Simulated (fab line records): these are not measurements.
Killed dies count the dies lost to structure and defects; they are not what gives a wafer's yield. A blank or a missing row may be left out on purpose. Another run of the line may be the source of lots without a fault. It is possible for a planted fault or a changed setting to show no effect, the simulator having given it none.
Chamber matching -- flow nand_harc -- NHARC_P_M2_ETCH_35 on rie_diel-12: 3 sister chambers
The step etches the open film in N2/H2, target depth 40 nm, overetch 12 nm, time 43.94 s. 16 wafers are shown with their chamber, then 5 later ones without.

## WAFERS, EACH WITH ITS CHAMBER
wafer,chamber,showerhead_plenum_p_Torr (Torr),drypump_motor_current_A (A),rf_vpp_V (V)
L153.1,2,1.98,5.3,428.1
L153.2,1,2.07,6.0,430.2
L153.3,0,2.12,5.2,433.5
L159.3,1,2.07,6.0,431.9
L159.4,2,1.97,5.3,427.3
L159.5,0,2.12,5.1,432.2
L162.1,2,1.97,5.3,428.9
L162.5,1,2.07,6.0,432.2
L162.6,0,2.12,5.2,431.7
L163.1,2,1.97,5.4,429.6
L163.3,1,2.07,6.0,431.8
L163.6,0,2.12,5.1,431.8
L164.3,2,1.97,5.3,428.1
L164.4,1,2.07,5.9,430.1
L164.6,2,1.97,5.3,429.0
L169.1,0,2.12,5.1,430.1

SIGNATURES, as means of the wafers listed above
reading,chamber 0,chamber 1,chamber 2,scatter within a chamber
showerhead_plenum_p_Torr,2.1200,2.0700,1.9717,0.00253
drypump_motor_current_A,5.140,5.980,5.317,0.0467
rf_vpp_V,431.860,431.240,428.500,1.01
Rule: a wafer's distance from a chamber is the root of the sum, over the readings, of the square of ((its reading less the chamber's mean) divided by the reading's scatter). The wafer belongs to the nearest chamber; if the next one is less than 2 further off, it can't be placed. The scatter is the square root of a quotient: the sum, over the shown wafers, of each reading's squared deviation from its chamber's mean, divided by wafers minus chambers.

## WAFERS WITHOUT THEIR CHAMBER
wafer,showerhead_plenum_p_Torr (Torr),drypump_motor_current_A (A),rf_vpp_V (V)
L169.3,2.07,6.0,432.5
L169.4,1.97,5.4,428.0
L172.3,2.07,6.0,431.5
L176.2,2.07,6.0,431.9
L176.3,2.12,5.1,432.1

## WHICH CHAMBER EACH WENT THROUGH
wafer,from the rows above,in truth
L169.3,1,1
L169.4,2,2
L172.3,1,1
L176.2,1,1
L176.3,0,0
Placed correctly: 5 of 5. Can't be placed from these rows: 0. Wrongly placed: 0.
